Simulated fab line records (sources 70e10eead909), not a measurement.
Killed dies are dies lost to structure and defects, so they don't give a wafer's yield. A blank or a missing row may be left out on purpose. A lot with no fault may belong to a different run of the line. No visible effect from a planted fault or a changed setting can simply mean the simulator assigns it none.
Comparing a struck lot with a sound one | flow nand harc | 15 steps out of a route of 1302
Sound: the wafers L734.2, L734.4, L734.6. Struck: wafer L744.6. (L744.5 of the same lot was not struck and is left out.) The cause comes at the end.
Per side, at each step with rows, come the tool, then ch with its chambers, and then its first start. Under that, the readings that differ: sound wafers | struck wafers | difference of the means | sigmas: that difference in standard deviations of wafers without a fault.
alike: words and numbers the same on both sides, and readings whose means are apart by under 2 such deviations; not compared: readings that were withheld, readings missing a value for some wafer, numbers with overlapping values and no deviation given by the record, and bounds like >300 which may hide the same value.
The two part at a step that has a row with sigmas, a row that says differs or no value, or rows on one side only. Non-overlapping numbers with no deviation appear without sigmas and do not part them. A reading missing from all wafers of one side parts the sides only when that side holds two or more wafers.

NHARC_A_ONON_D2_THK_MEAS_02: measures by ellipsometry.
  sound on film metro-02, day 15 12:07; struck on film metro-02, day 19 07:05
  alike: thk nm
then, no rows for these wafers at 1 step: NHARC_A_ONON_D2_DEP_03 (target thk 1000 nm).
NHARC_A_ONON_D2_THK_MEAS_05: measures by ellipsometry.
  sound on film metro-02, day 15 12:41; struck on film metro-02, day 19 07:39
  alike: thk nm
then, no rows for these wafers at 1 step: NHARC_A_ONON_D2_DEP_06 (target thk 1000 nm).
NHARC_A_ONON_D2_THK_MEAS_08: measures by ellipsometry.
  sound on film metro-01, day 15 13:15; struck on film metro-01, day 19 08:14
  alike: thk nm
then, no rows for these wafers at 1 step: NHARC_A_ONON_D2_DEP_09 (target thk 1000 nm).
NHARC_A_ONON_D2_THK_MEAS_11: measures by ellipsometry.
  sound on film metro-01, day 15 13:50; struck on film metro-02, day 19 08:47
  alike: thk nm
then, no rows for these wafers at 1 step: NHARC_A_ONON_D2_DEP_12 (target thk 1000 nm).
NHARC_A_ONON_D2_THK_MEAS_14: measures by ellipsometry.
  sound on film metro-01, day 15 14:25; struck on film metro-02, day 19 09:22
  alike: thk nm
then, 2 steps without rows for these wafers: NHARC_A_ONON_D2_ANNEAL_15 (time 3600 s); NHARC_A_ONON_D2_DEP_16 (target thk 1000 nm).
NHARC_A_ONON_D2_THK_MEAS_18: measures by ellipsometry.
  sound on film metro-02, day 15 21:44; struck on film metro-02, day 19 13:46
  alike: thk nm
NHARC_A_ONON_D2_DEP_19: target thk 1000 nm.
  sound on pecvd onon-01 ch 0, day 15 21:51; struck on pecvd onon-01 ch 0, day 19 14:04
  alike: n2 flow sccm
NHARC_A_ONON_D2_THK_MEAS_21: measures by ellipsometry.
  sound on film metro-02, day 15 22:18; struck on film metro-02, day 19 14:20
  reading     | sound       | struck | difference | sigmas
  thk nm (nm) | 991 995 993 | 1095   | +102       | +9
then, no rows for these wafers at 1 step: NHARC_A_ONON_D2_DEP_22 (target thk 1000 nm).

WHERE THEY PART
Within this record, at NHARC_A_ONON_D2_THK_MEAS_21 only.

WHY: whatever the simulator had introduced
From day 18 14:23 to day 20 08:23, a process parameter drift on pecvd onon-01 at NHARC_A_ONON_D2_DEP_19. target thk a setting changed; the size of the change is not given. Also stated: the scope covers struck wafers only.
